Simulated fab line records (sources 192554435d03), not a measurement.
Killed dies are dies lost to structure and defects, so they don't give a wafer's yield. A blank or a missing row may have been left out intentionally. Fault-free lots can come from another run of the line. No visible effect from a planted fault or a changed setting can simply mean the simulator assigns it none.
What tool caused it? + flow n5Finfet + Sampling: 12 lots, 36 wafers, 2 of 1938 route steps

## WHAT THE GAUGES READ, wafer by wafer
N5_BEOL_M6_CD_MEAS_11: target cd 38.5 nm.
| lot  | measured     | on       | cdNm (nm)      |
|------|--------------|----------|----------------|
| L075 | day 9 09:04  | cdSem-03 | 38.5 38.1 37.9 |
| L077 | day 9 23:17  | cdSem-02 | 38.5 38.8 38.8 |
| L078 | day 10 04:35 | cdSem-01 | 38.4 38.1 38.1 |
| L081 | day 10 22:15 | cdSem-01 | 38.2 38.6 38.4 |
| L083 | day 11 12:53 | cdSem-03 | 39.5 38.3 38.4 |
| L084 | day 11 18:34 | cdSem-01 | 38.3 38.6 39.8 |
| L086 | day 11 23:38 | cdSem-01 | 38.2 38.1 37.6 |
| L087 | day 12 18:01 | cdSem-03 | 38.5 38.3 38.6 |
| L091 | day 13 20:12 | cdSem-03 | 38.8 38.5 38.3 |
| L094 | day 13 21:29 | cdSem-02 | 37.7 38.0 38.4 |
| L096 | day 14 00:13 | cdSem-02 | 39.6 38.6 38.1 |
| L097 | day 14 23:47 | cdSem-03 | 38.0 38.5 37.8 |

## WHICH TOOL RAN EACH LOT (tool, then ch and the chambers of the sampled wafers, then the start)
| lot  | N5_BEOL_M6_PECVD_70             |
|------|---------------------------------|
| L075 | pecvd-04 ch 0,2, day 9 07:20    |
| L077 | pecvd-04 ch 0,1,2, day 9 21:14  |
| L078 | pecvd-03 ch 0,1,2, day 10 01:37 |
| L081 | pecvd-01 ch 0,1,2, day 10 18:28 |
| L083 | pecvd-04 ch 0,1, day 11 11:00   |
| L084 | pecvd-04 ch 0,1,2, day 11 17:12 |
| L086 | pecvd-01 ch 1,2, day 11 22:33   |
| L087 | pecvd-01 ch 0,1, day 12 16:07   |
| L091 | pecvd-04 ch 0,1,2, day 13 16:20 |
| L094 | pecvd-01 ch 0,1, day 13 20:43   |
| L096 | pecvd-01 ch 0,1, day 13 23:11   |
| L097 | pecvd-01 ch 1,2, day 14 22:49   |
- N5_BEOL_M6_PECVD_70: deposits SiO2 from TEOS/O2, target thk 20 nm, time 22.7 s.

## THE ANSWER, worked out from the rows above alone
Rule: the usual values come from the lots themselves. Put in order of their means at a reading, lots are off if they are a third of the lots or fewer, leave a main group of 4 or more, and stand apart from it by a gap of 3 or more times the standard deviation of the main group's means; of several such gaps the widest counts. The tables above print the reading to a certain number of digits; a main group whose means all agree to those digits is not used. A lot without any number at a reading at which 4 lots or more have one is off too. All remaining lots with rows at the step are treated as sound.
Across all readings shown, no lot is off: no conclusion can be drawn from this.

## WHAT HAD BEEN PUT IN BY THE SIMULATOR
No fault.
